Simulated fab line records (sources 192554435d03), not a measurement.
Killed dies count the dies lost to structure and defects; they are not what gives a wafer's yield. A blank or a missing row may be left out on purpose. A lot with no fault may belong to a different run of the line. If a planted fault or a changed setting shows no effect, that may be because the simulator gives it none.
What tool caused it? + flow n5 finfet + 72 wafers from 24 lots sampled at 6 of the route's 1938 steps

WHAT THE GAUGES SHOWED, per wafer
N5_BEOL_M11_INSPECT_30: inspects for defects (brightfield).
| lot  | measured     | on                | raw defect count |
|------|--------------|-------------------|------------------|
| L074 | day 10 23:13 | defect inspect-01 | 439 312 312      |
| L075 | day 11 00:54 | defect inspect-01 | 368 376 422      |
| L076 | day 11 09:34 | defect inspect-02 | 263 289 339      |
| L077 | day 11 17:17 | defect inspect-02 | 365 586 537      |
| L078 | day 11 20:38 | defect inspect-02 | 379 427 424      |
| L080 | day 12 10:59 | defect inspect-02 | 408 593 398      |
| L079 | day 12 14:16 | defect inspect-01 | 324 361 385      |
| L081 | day 12 14:26 | defect inspect-02 | 262 460 357      |
| L083 | day 13 04:45 | defect inspect-01 | 493 556 506      |
| L082 | day 13 07:10 | defect inspect-01 | 394 407 463      |
| L086 | day 13 16:46 | defect inspect-01 | 426 316 465      |
| L084 | day 13 17:06 | defect inspect-01 | 590 666 540      |
| L085 | day 13 22:04 | defect inspect-01 | 439 399 444      |
| L089 | day 14 20:29 | defect inspect-02 | 545 567 412      |
| L088 | day 14 20:47 | defect inspect-02 | 438 563 313      |
| L087 | day 15 01:14 | defect inspect-02 | 340 438 332      |
| L090 | day 15 01:23 | defect inspect-02 | 408 457 436      |
| L091 | day 15 13:39 | defect inspect-02 | 386 301 288      |
| L093 | day 16 00:35 | defect inspect-02 | 459 435 420      |
| L092 | day 16 00:45 | defect inspect-01 | 323 456 383      |
| L094 | day 16 18:19 | defect inspect-01 | 399 434 270      |
| L095 | day 17 01:52 | defect inspect-01 | 460 436 532      |
| L097 | day 17 05:56 | defect inspect-02 | 365 457 349      |
| L096 | day 17 07:55 | defect inspect-02 | 600 400 766      |

N5_BEOL_M11_OCD_MEAS_38.
| lot  | measured     | on     | trench depth nm (nm) |
|------|--------------|--------|----------------------|
| L074 | day 11 00:22 | ocd-01 | 151 147 156          |
| L075 | day 11 01:26 | ocd-02 | 151 140 151          |
| L076 | day 11 10:05 | ocd-02 | 153 148 147          |
| L077 | day 11 17:50 | ocd-01 | 153 143 149          |
| L078 | day 11 21:11 | ocd-02 | 147 151 144          |
| L080 | day 12 12:23 | ocd-01 | 152 144 143          |
| L079 | day 12 14:48 | ocd-01 | 150 145 143          |
| L081 | day 12 14:58 | ocd-02 | 144 148 154          |
| L083 | day 13 05:29 | ocd-02 | 152 146 148          |
| L082 | day 13 07:42 | ocd-01 | 146 150 146          |
| L086 | day 13 17:18 | ocd-02 | 150 148 150          |
| L084 | day 13 17:38 | ocd-02 | 142 146 143          |
| L085 | day 13 22:54 | ocd-01 | 145 151 152          |
| L089 | day 14 21:01 | ocd-01 | 147 150 149          |
| L088 | day 14 21:19 | ocd-01 | 151 145 143          |
| L087 | day 15 01:46 | ocd-02 | 145 149 147          |
| L090 | day 15 02:08 | ocd-02 | 152 142 150          |
| L091 | day 15 14:11 | ocd-01 | 145 142 148          |
| L093 | day 16 01:43 | ocd-02 | 151 145 152          |
| L092 | day 16 01:59 | ocd-01 | 143 151 149          |
| L094 | day 16 18:53 | ocd-01 | 148 151 149          |
| L095 | day 17 02:23 | ocd-02 | 142 149 150          |
| L097 | day 17 06:28 | ocd-01 | 152 151 144          |
| L096 | day 17 08:31 | ocd-02 | 144 148 152          |

N5_BEOL_M12_CD_MEAS_10: the cd target is 140 nm.
| lot  | measured     | on        | cd nm (nm)        |
|------|--------------|-----------|-------------------|
| L074 | day 11 04:09 | cd sem-03 | 139.4 140.1 138.3 |
| L075 | day 11 04:33 | cd sem-02 | 137.6 140.7 140.0 |
| L076 | day 11 12:50 | cd sem-03 | 135.8 140.5 138.5 |
| L077 | day 11 22:55 | cd sem-02 | 134.9 138.4 137.3 |
| L078 | day 12 01:04 | cd sem-02 | 138.7 144.6 141.0 |
| L080 | day 12 17:02 | cd sem-02 | 137.1 140.3 137.9 |
| L079 | day 12 17:47 | cd sem-02 | 141.4 142.6 142.2 |
| L081 | day 12 18:22 | cd sem-03 | 136.3 138.5 137.7 |
| L083 | day 13 08:58 | cd sem-01 | 140.1 139.4 139.0 |
| L082 | day 13 12:19 | cd sem-03 | 140.6 139.3 139.6 |
| L086 | day 13 20:14 | cd sem-03 | 139.1 141.3 135.9 |
| L084 | day 13 20:29 | cd sem-01 | 139.7 136.8 138.7 |
| L085 | day 14 03:07 | cd sem-03 | 138.7 138.4 140.6 |
| L089 | day 15 01:35 | cd sem-02 | 139.5 138.9 136.2 |
| L088 | day 15 02:18 | cd sem-02 | 140.0 141.0 136.0 |
| L087 | day 15 06:14 | cd sem-02 | 137.5 143.6 145.4 |
| L090 | day 15 07:11 | cd sem-01 | 139.1 139.9 138.9 |
| L091 | day 15 20:24 | cd sem-01 | 141.6 140.1 139.0 |
| L093 | day 16 07:44 | cd sem-01 | 138.5 137.5 137.4 |
| L092 | day 16 08:16 | cd sem-01 | 139.8 144.7 141.1 |
| L094 | day 17 02:44 | cd sem-02 | 135.4 138.3 138.4 |
| L095 | day 17 05:14 | cd sem-02 | 137.9 139.6 138.4 |
| L097 | day 17 09:27 | cd sem-02 | 143.1 140.0 143.1 |
| L096 | day 17 11:40 | cd sem-03 | 137.8 139.4 140.5 |

N5_BEOL_M12_OVL_MEAS_29.
| lot  | measured     | on         | M12_OVL (nm) |
|------|--------------|------------|--------------|
| L074 | day 11 05:12 | overlay-01 | 7 10 8       |
| L075 | day 11 05:30 | overlay-02 | -5 -1 -8     |
| L076 | day 11 13:54 | overlay-01 | 2 3 6        |
| L077 | day 11 23:59 | overlay-02 | 1 2 1        |
| L078 | day 12 02:19 | overlay-01 | 7 5 -5       |
| L080 | day 12 17:59 | overlay-01 | 4 9 10       |
| L079 | day 12 18:51 | overlay-02 | 4 -1 8       |
| L081 | day 12 19:52 | overlay-01 | 4 3 4        |
| L083 | day 13 10:15 | overlay-01 | 7 0 2        |
| L082 | day 13 13:22 | overlay-02 | 6 8 11       |
| L086 | day 13 21:11 | overlay-01 | 6 6 12       |
| L084 | day 13 21:27 | overlay-01 | -2 1 -4      |
| L085 | day 14 04:11 | overlay-02 | 3 -3 -7      |
| L089 | day 15 02:47 | overlay-01 | 9 7 0        |
| L088 | day 15 03:29 | overlay-01 | 7 7 1        |
| L087 | day 15 07:19 | overlay-01 | 4 6 10       |
| L090 | day 15 08:16 | overlay-01 | 3 -1 1       |
| L091 | day 15 21:43 | overlay-02 | 4 -6 -5      |
| L093 | day 16 08:47 | overlay-02 | 1 -4 -6      |
| L092 | day 16 09:13 | overlay-01 | 7 0 -2       |
| L094 | day 17 03:49 | overlay-01 | 1 3 5        |
| L095 | day 17 06:19 | overlay-01 | 0 -1 -2      |
| L097 | day 17 10:31 | overlay-01 | 5 15 5       |
| L096 | day 17 12:52 | overlay-01 | -1 -1 -5     |

N5_BEOL_M12_INSPECT_30: inspects for defects (macro).
| lot  | measured     | on                | raw defect count |
|------|--------------|-------------------|------------------|
| L074 | day 11 05:13 | defect inspect-02 | 0 3 1            |
| L075 | day 11 05:31 | defect inspect-02 | 5 2 4            |
| L076 | day 11 13:56 | defect inspect-02 | 0 0 2            |
| L077 | day 12 00:01 | defect inspect-01 | 3 1 1            |
| L078 | day 12 02:20 | defect inspect-02 | 4 3 0            |
| L080 | day 12 18:00 | defect inspect-02 | 1 2 2            |
| L079 | day 12 18:53 | defect inspect-01 | 2 1 4            |
| L081 | day 12 19:54 | defect inspect-01 | 1 4 4            |
| L083 | day 13 10:17 | defect inspect-01 | 0 2 2            |
| L082 | day 13 13:23 | defect inspect-01 | 1 2 1            |
| L086 | day 13 21:13 | defect inspect-01 | 1 0 3            |
| L084 | day 13 21:28 | defect inspect-01 | 3 2 1            |
| L085 | day 14 04:13 | defect inspect-01 | 1 2 4            |
| L089 | day 15 02:50 | defect inspect-02 | 2 0 2            |
| L088 | day 15 03:30 | defect inspect-01 | 3 5 1            |
| L087 | day 15 07:20 | defect inspect-02 | 4 4 4            |
| L090 | day 15 08:17 | defect inspect-02 | 2 3 4            |
| L091 | day 15 21:45 | defect inspect-01 | 3 0 3            |
| L093 | day 16 08:49 | defect inspect-01 | 3 2 2            |
| L092 | day 16 09:14 | defect inspect-02 | 2 1 3            |
| L094 | day 17 03:51 | defect inspect-01 | 0 1 3            |
| L095 | day 17 06:20 | defect inspect-02 | 2 1 3            |
| L097 | day 17 10:32 | defect inspect-01 | 2 3 1            |
| L096 | day 17 12:53 | defect inspect-01 | 3 2 2            |

WHICH TOOL RAN EACH LOT (tool, then ch and the chambers of the sampled wafers, then the start)
| lot  | N5_BEOL_M11_SPUTTER_48       |
|------|------------------------------|
| L074 | pvd sputter-02, day 11 02:40 |
| L075 | pvd sputter-01, day 11 02:59 |
| L076 | pvd sputter-01, day 11 11:23 |
| L077 | pvd sputter-03, day 11 20:58 |
| L078 | pvd sputter-03, day 11 22:40 |
| L080 | pvd sputter-01, day 12 15:28 |
| L079 | pvd sputter-02, day 12 16:10 |
| L081 | pvd sputter-01, day 12 16:46 |
| L083 | pvd sputter-02, day 13 07:10 |
| L082 | pvd sputter-01, day 13 10:40 |
| L086 | pvd sputter-02, day 13 18:36 |
| L084 | pvd sputter-02, day 13 18:58 |
| L085 | pvd sputter-02, day 14 01:36 |
| L089 | pvd sputter-02, day 14 22:23 |
| L088 | pvd sputter-02, day 14 22:45 |
| L087 | pvd sputter-01, day 15 03:21 |
| L090 | pvd sputter-03, day 15 04:53 |
| L091 | pvd sputter-02, day 15 15:45 |
| L093 | pvd sputter-03, day 16 04:14 |
| L092 | pvd sputter-02, day 16 05:05 |
| L094 | pvd sputter-01, day 16 22:08 |
| L095 | pvd sputter-03, day 17 03:46 |
| L097 | pvd sputter-02, day 17 08:01 |
| L096 | pvd sputter-01, day 17 09:46 |
- N5_BEOL_M11_SPUTTER_48: material Cu, target thk 12 nm, time 2 s.

WHAT THE TOOLS THEMSELVES READ (means of the sampled wafers that have a number; where no wafer has one, the mark that the record gives instead)
N5_BEOL_M11_SPUTTER_48.
| lot  | tool           | throttle valve pct (%) |
|------|----------------|------------------------|
| L074 | pvd sputter-02 | 30.7                   |
| L075 | pvd sputter-01 | 30.5                   |
| L076 | pvd sputter-01 | 30.1                   |
| L077 | pvd sputter-03 | 30.3                   |
| L078 | pvd sputter-03 | 30.4                   |
| L080 | pvd sputter-01 | 29.5                   |
| L079 | pvd sputter-02 | 29.8                   |
| L081 | pvd sputter-01 | 29.7                   |
| L083 | pvd sputter-02 | 30.6                   |
| L082 | pvd sputter-01 | 29.8                   |
| L086 | pvd sputter-02 | 29.4                   |
| L084 | pvd sputter-02 | 30.3                   |
| L085 | pvd sputter-02 | 29.7                   |
| L089 | pvd sputter-02 | 30.5                   |
| L088 | pvd sputter-02 | 29.8                   |
| L087 | pvd sputter-01 | 30.2                   |
| L090 | pvd sputter-03 | 30.5                   |
| L091 | pvd sputter-02 | 29.2                   |
| L093 | pvd sputter-03 | 30.5                   |
| L092 | pvd sputter-02 | 29.9                   |
| L094 | pvd sputter-01 | 30.8                   |
| L095 | pvd sputter-03 | 30.5                   |
| L097 | pvd sputter-02 | 29.6                   |
| L096 | pvd sputter-01 | 30.4                   |

THE ANSWER, worked out from the rows above alone
Rule: the usual values come from the lots themselves. The widest of any qualifying gaps counts: lots, ordered by their means at a reading, are off when they make up no more than a third of the lots, leave a main group of 4 or more, and stand apart from it by 3 or more times the standard deviation of that group's means. If all means in a main group match to the digits the tables above print for the reading, that group is not used. Also off: a lot with no number at a reading for which 4 or more lots have one. Any other lot the step has rows for is counted as sound. After the gauges, taken in route order, come the tools' own readings; for these a lot's mean is taken, as printed above. The first step at which some lot is off is used, and at that step the reading that is off furthest; a lot without a number counts as furthest.
Across all readings shown, no lot is off: no conclusion can be drawn from this.

WHAT WAS PUT IN BY THE SIMULATOR
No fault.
